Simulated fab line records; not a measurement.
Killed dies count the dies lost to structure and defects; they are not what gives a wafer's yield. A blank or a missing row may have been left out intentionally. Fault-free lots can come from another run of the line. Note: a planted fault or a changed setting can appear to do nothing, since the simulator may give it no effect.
fab line records -- flow nand-harc
[record] lots = 6, wafers = 18, last-day = 31
route steps=1302 shown THIN_TSV@1257 END@1302
lots with no fault: from the same line, run without faults
start-h: hours from the record's first day to the start of the lot's first wafer shown -- wait-h: hours since the lot's step before -- " the same as in the row above -- L1.1+2: one row covering several wafers at once -- - value missing, or start not given -- * or withheld: withheld -- < > ~ a bound
route shown NAME@n: a module of which the file shows steps, and the number in the route of the first -- usual: mean/standard deviation of fault-free wafers -- same: alike in all rows -- chamber/n: place in a boat -- sites: readings site by site -- _std_site: their standard deviation -- _edge_site: mean of outer sites minus mean of inner sites -- radius-mm: for every site, how far away it sits from the centre of the wafer -- mask NAME#n: copy n -- behind: tool/chamber where the wafer was last shaped -- hold: the reason the lot was held/the length of the hold in hours/how it ended -- device: transistor that didn't switch, given as n, p or np -- end of line: the route-end tests of the same wafers -- a step with no rows: only its recipe -- killed: dies lost to structure and defects at the first sort, not the wafer's yield -- map: a wafer's dies, x killed, . not, _ none there
set.NAME: the setting as run; set.NAME@STEP: as run at that earlier step -- model.NAME: the simulator's own value behind a step, which no gauge read
lots at selected steps of the route; one table per step, one row per wafer
services: the hour from which a tool's chamber was out of use, counted from the record's first day as start-h (under 0 if before that day), plus the number of hours and why
[[steps]]
[step NHARC_THIN_TSV_PEB_10]
[recipe] peb-temp-c = 118, peb-time-s = 85
[step NHARC_THIN_TSV_DEVELOP_11]
[recipe] time-s = 70
[step NHARC_THIN_TSV_CD_MEAS_12]
[recipe] target-cd-nm = 1000, landing-energy-ev = 500
[usual] cd-nm = 1000.5/1.7
lot.wafer,tool,chamber,start-h,wait-h,cd-nm
L988.4,cd-sem-01,0,567.86,-,999.0
L988.5,cd-sem-01,0,567.86,-,1000.3
L988.6,cd-sem-01,0,567.86,-,998.9
L987.1,cd-sem-03,0,568.93,-,999.7
L987.3,cd-sem-03,0,568.93,-,1001.1
L987.6,cd-sem-03,0,568.93,-,999.6
L995.1,cd-sem-01,0,646.87,-,1002.5
L995.3,cd-sem-01,0,646.87,-,1003.3
L995.5,cd-sem-01,0,646.87,-,1000.8
L998.1,cd-sem-03,0,689.01,-,1001.6
L998.4,cd-sem-03,0,689.01,-,999.3
L998.6,cd-sem-03,0,689.01,-,1001.0
L102.2,cd-sem-01,0,716.76,-,999.9
L102.3,cd-sem-01,0,716.76,-,999.9
L102.6,cd-sem-01,0,716.76,-,1001.1
L103.2,cd-sem-01,0,734.85,-,1000.0
L103.4,cd-sem-01,0,734.85,-,1001.9
L103.6,cd-sem-01,0,734.85,-,997.1
[step NHARC_THIN_TSV_HARDBAKE_13]
[recipe] temp-c = 125, time-s = 80
[step NHARC_THIN_TSV_DESCUM_14]
[recipe] time-s = 3, o2-flow-sccm = 200, ar-flow-sccm = 0, bias-power-w = 0, chemistry = O2
[usual] drypump-motor-current-A = 5.5/0.37, oes-product-au = 0.999/0.0083, rf-vpp-V = 57.8/0.89, showerhead-plenum-p-Torr = 1.91/0.11, throttle-valve-pct = 11.312/0.0087
lot.wafer,tool,chamber,start-h,wait-h,drypump-motor-current-A,oes-product-au,rf-hours-counter-h,rf-vpp-V,showerhead-plenum-p-Torr,throttle-valve-pct
L988.4,rie-diel-02,3,568.01,-,5.8,1.003,7.4,58.5,2.06,11.305
L988.6,rie-diel-02,3,568.01,-,5.8,1.008,-,57.9,2.06,11.315
L988.5,rie-diel-02,0,568.01,-,5.1,0.980,-,58.0,2.01,11.316
L987.1,rie-diel-13,3,569.10,-,6.2,1.004,3.3,56.9,1.78,11.331
L987.3,rie-diel-13,1,569.10,-,5.4,1.008,3.1,57.5,1.79,11.312
L987.6,rie-diel-13,3,569.10,-,6.2,1.009,-,57.1,1.79,11.312
L995.3,rie-diel-02,3,647.03,-,5.8,0.986,4.4,57.8,2.06,11.300
L995.1,rie-diel-02,0,647.03,-,5.1,0.991,4.1,59.3,2.01,11.326
L995.5,rie-diel-02,1,647.03,-,5.2,0.994,-,57.1,1.99,11.318
L998.1,rie-diel-02,1,689.18,-,5.2,1.008,6.5,58.5,1.99,11.318
L998.4,rie-diel-02,2,689.18,-,5.7,1.014,4.9,57.9,2.03,11.298
L998.6,rie-diel-02,1,689.18,-,5.2,1.006,-,58.3,1.99,11.295
L102.2,rie-diel-13,1,716.93,-,5.4,0.995,1.1,56.4,1.79,11.303
L102.3,rie-diel-13,3,716.93,-,6.2,1.002,1.1,58.1,1.78,11.318
L102.6,rie-diel-13,0,716.93,-,5.5,1.001,-,56.9,1.85,11.306
L103.4,rie-diel-13,1,735.00,-,5.4,1.000,1.9,58.8,1.79,11.303
L103.2,rie-diel-13,3,735.00,-,6.2,1.011,1.7,56.6,1.78,11.312
L103.6,rie-diel-13,2,735.00,-,5.0,1.001,-,57.1,1.81,11.302
[step NHARC_THIN_TSV_ETCH_44]
[recipe] target-depth-a = 15942, time-s = 797.1, cf4-flow-sccm = 150, o2-flow-sccm = 10, ar-flow-sccm = 0, rf-w = 300, bias-w = 800, chemistry = CF4/O2
[step NHARC_THIN_TSV_ETCH_15]
[recipe] target-depth-a = 30000, bosch-target-overetch-cycles = 2, bosch-etch-step-s = 2.8, bosch-dep-step-s = 1.2, bosch-cycles = 14
[usual] drypump-motor-current-A = 5.8/0.53
lot.wafer,tool,chamber,start-h,wait-h,drypump-motor-current-A,rf-hours-counter-h
L988.4,rie-si-01,1,568.68,-,6.1,0
L988.6,rie-si-01,0,568.68,-,6.1,-
L988.5,rie-si-01,1,568.68,-,6.1,-
L987.1,rie-si-05,0,569.76,-,5.3,0.59
L987.3,rie-si-05,2,569.76,-,5.4,0.48
L987.6,rie-si-05,3,569.76,-,5.6,-
L995.3,rie-si-06,2,647.84,-,5.7,0.19
L995.1,rie-si-06,0,647.84,-,6.0,0.25
L995.5,rie-si-06,2,647.84,-,5.7,-
L998.1,rie-si-01,3,689.85,-,5.9,0.82
L998.4,rie-si-01,0,689.85,-,6.1,0.63
L998.6,rie-si-01,1,689.85,-,6.1,-
L102.3,rie-si-05,1,717.57,-,6.8,0.29
L102.2,rie-si-05,2,717.57,-,5.4,0.24
L102.6,rie-si-05,2,717.57,-,5.4,-
L103.2,rie-si-05,2,735.66,-,5.4,0.34
L103.4,rie-si-05,1,735.66,-,6.8,0.37
L103.6,rie-si-05,3,735.66,-,5.6,-
[step NHARC_THIN_TSV_CD_MEAS_16]
[usual] cd-nm = 1000.5/1.8
lot.wafer,tool,chamber,start-h,wait-h,cd-nm
L988.4,cd-sem-03,-,568.82,0.1,998.8
L988.5,cd-sem-03,-,568.82,0.1,1000.9
L988.6,cd-sem-03,-,568.82,0.1,998.9
L987.1,cd-sem-01,-,569.89,0.1,999.6
L987.3,cd-sem-01,-,569.89,0.1,1001.0
L987.6,cd-sem-01,-,569.89,0.1,998.6
L995.1,cd-sem-03,-,647.97,0.1,1004.0
L995.3,cd-sem-03,-,647.97,0.1,1002.8
L995.5,cd-sem-03,-,647.97,0.1,1000.3
L998.1,cd-sem-03,-,689.97,0.1,1000.9
L998.4,cd-sem-03,-,689.97,0.1,999.2
L998.6,cd-sem-03,-,689.97,0.1,1001.0
L102.2,cd-sem-02,-,717.72,0.1,1000.0
L102.3,cd-sem-02,-,717.72,0.1,999.8
L102.6,cd-sem-02,-,717.72,0.1,1003.1
L103.2,cd-sem-01,-,735.80,0.1,1000.6
L103.4,cd-sem-01,-,735.80,0.1,1001.6
L103.6,cd-sem-01,-,735.80,0.1,996.5
[step NHARC_THIN_TSV_STRIP_45]
[recipe] power-w = 1500, temp-c = 250, chemistry = O2
[usual] drypump-motor-current-A = 5.5/0.53, heater-power-w = 342/14
lot.wafer,tool,chamber,start-h,wait-h,drypump-motor-current-A,heater-power-w,rf-hours-counter-h
L988.4,plasma-asher-01,0,568.98,0.2,5.7,332,-
L988.6,plasma-asher-01,0,568.98,0.2,5.7,321,-
L988.5,plasma-asher-01,1,568.98,0.2,6.2,366,-
L987.1,plasma-asher-01,0,569.97,0.1,5.7,323,7
L987.3,plasma-asher-01,1,569.97,0.1,6.1,359,-
L987.6,plasma-asher-01,1,569.97,0.1,6.2,362,-
L995.1,plasma-asher-01,1,648.04,0.1,6.1,359,24
L995.3,plasma-asher-01,0,648.04,0.1,5.7,326,-
L995.5,plasma-asher-01,1,648.04,0.1,6.1,366,-
L998.1,plasma-asher-01,1,690.09,0.1,6.1,368,30
L998.4,plasma-asher-01,1,690.09,0.1,6.1,364,-
L998.6,plasma-asher-01,1,690.09,0.1,6.2,349,-
L102.2,plasma-asher-02,1,717.84,0.1,5.2,336,22
L102.3,plasma-asher-02,0,717.84,0.1,4.8,347,-
L102.6,plasma-asher-02,0,717.84,0.1,4.8,339,-
L103.2,plasma-asher-02,0,735.88,0.1,4.8,342,26
L103.4,plasma-asher-02,0,735.88,0.1,4.8,342,-
L103.6,plasma-asher-02,0,735.88,0.1,4.8,346,-
[step NHARC_THIN_TSV_STRIP_46]
[recipe] time-s = 1200, temp-c = 72.5, chemistry = post-etch-residue-remover
[step NHARC_THIN_TSV_DEP_47]
[recipe] target-thk-a = 2000, temp-c = withheld, pressure-torr = 6.5, rf-w = 900, teos-flow-sccm = 161.4, flow-sccm = 2650, target-thk-nm = 200, gas = O2, material = SiO2
[usual] throttle-valve-pct = 15.8/0.55
lot.wafer,tool,chamber,start-h,wait-h,throttle-valve-pct
L988.6,pecvd-02,2,569.82,-,16.3
L988.4,pecvd-02,0,569.82,-,14.9
L988.5,pecvd-02,1,569.82,-,15.8
L987.3,pecvd-02,2,570.83,-,16.6
L987.1,pecvd-02,1,570.83,-,15.8
L987.6,pecvd-02,1,570.83,-,15.9
L995.1,pecvd-01,1,648.84,-,16.4
L995.3,pecvd-01,0,648.84,-,15.9
L995.5,pecvd-01,0,648.84,-,15.8
L998.1,pecvd-01,2,690.94,-,16.3
L998.4,pecvd-01,0,690.94,-,15.9
L998.6,pecvd-01,1,690.94,-,16.3
L102.3,pecvd-02,1,718.64,-,15.7
L102.2,pecvd-02,2,718.64,-,16.5
L102.6,pecvd-02,1,718.64,-,15.6
L103.2,pecvd-04,1,736.76,-,15.1
L103.6,pecvd-04,2,736.76,-,15.8
L103.4,pecvd-04,0,736.76,-,15.9
[step NHARC_THIN_TSV_ETCHBACK_48]
[recipe] target-depth-a = 10285, over-etch-frac = 0.3, time-s = 405.17, ion-energy-ev = 250, c4f8-flow-sccm = withheld, ar-flow-sccm = withheld, rf-w = 600, bias-w = 300, chemistry = C4F8/Ar
[usual] oes-product-au = 0.931/0.02, rf-vpp-V = 547/4.1
lot.wafer,tool,chamber,start-h,wait-h,oes-product-au,rf-hours-counter-h,rf-vpp-V
L988.4,rie-diel-02,2,570.09,-,0.935,8.0,552
L988.5,rie-diel-02,2,570.09,-,0.943,-,552
L988.6,rie-diel-02,3,570.09,-,0.928,-,552
L987.3,rie-diel-13,2,571.31,-,0.930,3.6,542
L987.1,rie-diel-13,3,571.31,-,0.933,3.8,541
L987.6,rie-diel-13,0,571.31,-,0.934,-,544
L995.1,rie-diel-02,3,649.24,-,0.966,5.1,552
L995.3,rie-diel-02,1,649.24,-,0.957,4.7,549
L995.5,rie-diel-02,1,649.24,-,0.958,-,550
L998.1,rie-diel-02,2,691.32,-,0.943,5.4,551
L998.4,rie-diel-02,3,691.32,-,0.920,7.3,551
L998.6,rie-diel-02,0,691.32,-,0.912,-,549
L102.3,rie-diel-02,0,719.00,-,0.906,9.1,551
L102.2,rie-diel-02,2,719.00,-,0.935,6.9,550
L102.6,rie-diel-02,0,719.00,-,0.907,-,549
L103.2,rie-diel-02,2,737.11,-,0.935,7.3,551
L103.4,rie-diel-02,0,737.11,-,0.906,9.8,548
L103.6,rie-diel-02,2,737.11,-,0.929,-,550
[step NHARC_THIN_TSV_STRIP_62]
[recipe] power-w = 1500, temp-c = 250, time-s = 20, chemistry = N2/H2
[usual] drypump-motor-current-A = 5.5/0.53, heater-power-w = 341/14
lot.wafer,tool,chamber,start-h,wait-h,drypump-motor-current-A,heater-power-w,rf-hours-counter-h
L988.4,plasma-asher-02,1,570.49,-,-,-,-
L988.6,plasma-asher-02,1,570.49,-,-,-,-
L988.5,plasma-asher-02,0,570.49,-,-,-,-
L987.1,plasma-asher-01,1,571.62,-,-,-,-
L987.3,plasma-asher-01,1,571.62,-,-,-,-
L987.6,plasma-asher-01,1,571.62,-,-,-,-
L995.1,plasma-asher-01,0,649.69,-,5.7,322,25
L995.3,plasma-asher-01,1,649.69,-,6.2,361,-
L995.5,plasma-asher-01,1,649.69,-,6.2,357,-
L998.1,plasma-asher-01,0,692.48,-,5.7,325,32
L998.4,plasma-asher-01,0,692.48,-,5.7,326,-
L998.6,plasma-asher-01,1,692.48,-,6.2,361,-
L102.2,plasma-asher-02,0,719.36,-,4.8,345,23
L102.3,plasma-asher-02,1,719.36,-,5.2,335,-
L102.6,plasma-asher-02,1,719.36,-,5.2,332,-
L103.2,plasma-asher-02,0,737.45,-,4.8,347,27
L103.4,plasma-asher-02,1,737.45,-,5.2,334,-
L103.6,plasma-asher-02,0,737.45,-,4.8,343,-
[step NHARC_THIN_TSV_DEGAS_49]
[recipe] temp-c = 300, time-s = 120
[step NHARC_END_SORT_01]
[recipe] temp-c = 25
[usual] defect-limited-yield = 90/3.4, killed-at-array = 62/22, killed-at-other = 1.0/1.4, killed-at-periphery = 4.2/2.8, killed-dies = 67/23, killed-open = 3.1/1.7, killed-short = 2.1/1.5
[same] gross-dies = 677
lot.wafer,tool,chamber,start-h,wait-h,defect-limited-yield[%],killed-at-array,killed-at-other,killed-at-periphery,killed-dies,killed-open,killed-short
L988.4,prober-01,0,582.48,3.4,88,59,10,10,79,14,4
L988.5,prober-01,0,583.28,3.7,91,47,7,10,64,11,4
L988.6,prober-01,0,584.08,4.0,91,49,6,6,61,8,2
L987.1,prober-01,0,587.92,2.5,90,55,9,5,69,10,3
L987.3,prober-01,0,589.50,3.1,91,51,6,6,63,7,1
L987.6,prober-01,0,591.86,3.9,91,54,2,5,61,5,3
L998.1,prober-02,0,706.44,2.5,87,82,0,9,91,7,0
L998.4,prober-02,0,708.84,3.4,90,64,0,6,70,2,3
L998.6,prober-02,0,710.45,4.0,88,74,1,4,79,4,2
L103.2,prober-01,0,749.40,2.8,82,110,0,9,119,2,2
L103.4,prober-01,0,750.98,3.4,83,104,0,8,112,3,1
L103.6,prober-01,0,752.56,4.0,86,85,0,10,95,1,1
// killed by level:class
L988.4 A_SLIT:chamber-film-flake=26 THIN_TSV:geometric-particle:open=9 A_CHANNEL_HOLE_D2:chamber-film-flake=9 P_M0:chamber-film-flake=7 A_CONTACT:chamber-film-flake=7 A_CHANNEL_HOLE_D1:chamber-film-flake=4 A_STAIRCASE:chamber-film-flake=4 A_CHANNEL_FILL_D1:geometric-particle:open=2
L988.5 A_SLIT:chamber-film-flake=22 A_CHANNEL_HOLE_D2:chamber-film-flake=12 THIN_TSV:geometric-particle:open=7 P_M0:chamber-film-flake=5 P_GATE:chamber-film-flake=4 A_CHANNEL_FILL_D1:geometric-particle:short=3 A_CHANNEL_HOLE_D1:chamber-film-flake=3 A_CONTACT:chamber-film-flake=2
L988.6 A_SLIT:chamber-film-flake=19 A_CHANNEL_HOLE_D2:chamber-film-flake=16 A_CONTACT:chamber-film-flake=7 THIN_TSV:geometric-particle:open=6 P_M0:chamber-film-flake=5 A_STAIRCASE:chamber-film-flake=3 A_CHANNEL_FILL_D1:geometric-particle:short=2 P_M0:geometric-particle:open=1
L987.1 A_CHANNEL_HOLE_D1:chamber-film-flake=25 A_CHANNEL_HOLE_D2:chamber-film-flake=22 THIN_TSV:geometric-particle:open=7 P_GATE:chamber-film-flake=4 A_STAIRCASE:chamber-film-flake=3 THIN_TSV:geometric-particle:short=2 P_M0:geometric-particle:open=1 A_CHANNEL_HOLE_D1:geometric-particle:open=1
L987.3 A_CHANNEL_HOLE_D2:chamber-film-flake=26 A_CHANNEL_HOLE_D1:chamber-film-flake=16 P_GATE:chamber-film-flake=6 THIN_TSV:geometric-particle:open=5 A_CONTACT:chamber-film-flake=3 A_STAIRCASE:chamber-film-flake=2 A_WL_FILL:geometric-particle:open=1 A_M1:geometric-particle:open=1
L987.6 A_CHANNEL_HOLE_D1:chamber-film-flake=23 A_CHANNEL_HOLE_D2:chamber-film-flake=19 P_GATE:chamber-film-flake=4 THIN_TSV:geometric-particle:open=2 A_DECK1_JOINT:chamber-film-flake=2 A_WL_FILL:chamber-film-flake=2 A_CONTACT:chamber-film-flake=2 P_M0:geometric-particle:short=1
L998.1 A_CHANNEL_HOLE_D1:chamber-film-flake=34 A_CHANNEL_HOLE_D2:chamber-film-flake=24 A_CONTACT:chamber-film-flake=5 A_SGD_CUT:chamber-film-flake=4 A_CHANNEL_FILL_D2:chamber-film-flake=4 P_STI:chamber-film-flake=3 P_GATE:chamber-film-flake=3 A_DECK1_JOINT:chamber-film-flake=3
L998.4 A_CHANNEL_HOLE_D1:chamber-film-flake=27 A_CHANNEL_HOLE_D2:chamber-film-flake=18 A_SLIT:chamber-film-flake=5 P_GATE:chamber-film-flake=4 A_SGD_CUT:chamber-film-flake=4 A_CONTACT:chamber-film-flake=2 P_M0:geometric-particle:open=1 A_DECK1_JOINT:geometric-particle:short=1
L998.6 A_CHANNEL_HOLE_D1:chamber-film-flake=33 A_CHANNEL_HOLE_D2:chamber-film-flake=24 P_STI:chamber-film-flake=3 A_CHANNEL_FILL_D2:chamber-film-flake=3 A_SGD_CUT:chamber-film-flake=3 A_CONTACT:chamber-film-flake=2 P_GATE:geometric-particle:open=1 A_ONON_D1:geometric-particle:open=1
L103.2 A_SLIT:chamber-film-flake=32 A_CHANNEL_HOLE_D1:chamber-film-flake=28 A_CHANNEL_HOLE_D2:chamber-film-flake=28 A_STAIRCASE:chamber-film-flake=12 A_CONTACT:chamber-film-flake=5 P_STI:chamber-film-flake=3 P_M2:chamber-film-flake=2 P_CONTACT:geometric-particle:open=1
L103.4 A_CHANNEL_HOLE_D1:chamber-film-flake=32 A_SLIT:chamber-film-flake=24 A_CHANNEL_HOLE_D2:chamber-film-flake=22 A_CONTACT:chamber-film-flake=12 A_STAIRCASE:chamber-film-flake=9 P_M2:chamber-film-flake=3 A_CONTACT:geometric-particle:open=2 P_STI:chamber-film-flake=2
L103.6 A_CHANNEL_HOLE_D1:chamber-film-flake=26 A_SLIT:chamber-film-flake=25 A_CHANNEL_HOLE_D2:chamber-film-flake=21 A_STAIRCASE:chamber-film-flake=7 P_STI:chamber-film-flake=4 A_CONTACT:chamber-film-flake=4 P_ZERO_WELL:chamber-film-flake=3 P_M2:chamber-film-flake=3
// map L987.1 (x killed, . not)
____________x____________
_________......._________
_______..........._______
______......x......______
_____..............._____
____.................____
____.................____
___...................___
___.................xx___
__.................xxxx__
__.....x...........xxxx__
_........x.x.......xxxxx_
_...........x.....xxxxxx_
_................x..xx.x_
_.................xxxxxx_
_..x...........x..x.xxxx_
..x................xxxxx.
..x..........x.......xxx.
.........x........x..x.x.
.................x...x...
...................x.....
_......................._
_.............x........._
_......x..x............._
_......................._
_................x......_
__.....................__
__.....................__
___...................___
___...................___
____.................____
____......x.......x..____
_____..........x...._____
______.............______
_______..........._______
_________......._________
____________.____________
// map L988.4 (x killed, . not)
____________.____________
_________......._________
_______..........._______
______.............______
_____..............x_____
____.................____
____................x____
___............x...x.x___
___..xx.............x.___
__..............x......__
__...x.................__
_.........x............._
_......x..x............._
_...................x..._
_...x....xx.x.........x._
_.....xx.xxx.....x......_
......x..xxxx............
.x.....x.xx.xx...........
.....xxxxxx.x............
..x.....xxxxx............
........x.x.xx..x........
_.....xxxx.............._
_..........x............_
_...........x..........._
_.x......xx............._
_....xx.x..............._
__.....x..........x....__
__.x...................__
___...................___
___......x............___
____...........x.....____
____.x.....x.........____
_____x....x.x......._____
______...........x.______
_______.......x..._______
_________x......_________
____________.____________
[[services]]
tool,chamber,start-h,hours,kind
rie-si-01,-,547.00,9.0,pm
rie-diel-13,0,547.53,12.4,repair
rie-diel-02,3,548.17,3.1,repair
rie-diel-02,-,548.86,0.5,repair
rie-diel-13,2,549.59,6.3,repair
rie-diel-02,-,570.76,9.0,pm
pecvd-02,-,589.35,13.0,pm
rie-si-06,-,603.00,9.0,pm
plasma-asher-02,-,603.08,9.0,pm
plasma-asher-01,-,605.83,0.4,repair
rie-diel-13,1,610.55,9.0,repair
rie-diel-02,1,623.55,5.7,repair
rie-si-01,2,639.87,1.2,repair
rie-diel-02,2,642.31,16.2,repair
rie-si-05,0,642.40,6.6,repair
rie-si-01,0,658.71,6.4,repair
rie-si-05,-,659.00,9.0,pm
plasma-asher-02,-,691.04,3.2,repair
pecvd-01,-,691.12,13.0,pm
rie-diel-13,-,696.00,9.0,pm
plasma-asher-01,-,696.79,9.0,pm
rie-diel-13,2,708.44,4.5,repair
rie-si-01,-,724.00,9.0,pm
rie-diel-02,-,727.16,1.3,repair
[[key]]
[first-sign] step = NHARC_THIN_TSV_STRIP_62, reading = tool-record, direction = missing
[effect] step = NHARC_END_SORT_01, reading = killed-at-other, direction = up, sigmas = 4, usual = 1.0, struck = 6.7, wafers-moved = 5
met-at NHARC_THIN_TSV_STRIP_62
struck-wafers L987.1,L987.3,L987.6,L988.4,L988.5,L988.6
[fault] kind = skipped-step-whole, tool = plasma-asher-01,plasma-asher-02, chamber = -, onset-h = 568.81, steps = NHARC_THIN_TSV_STRIP_62, scope = struck-lots-only
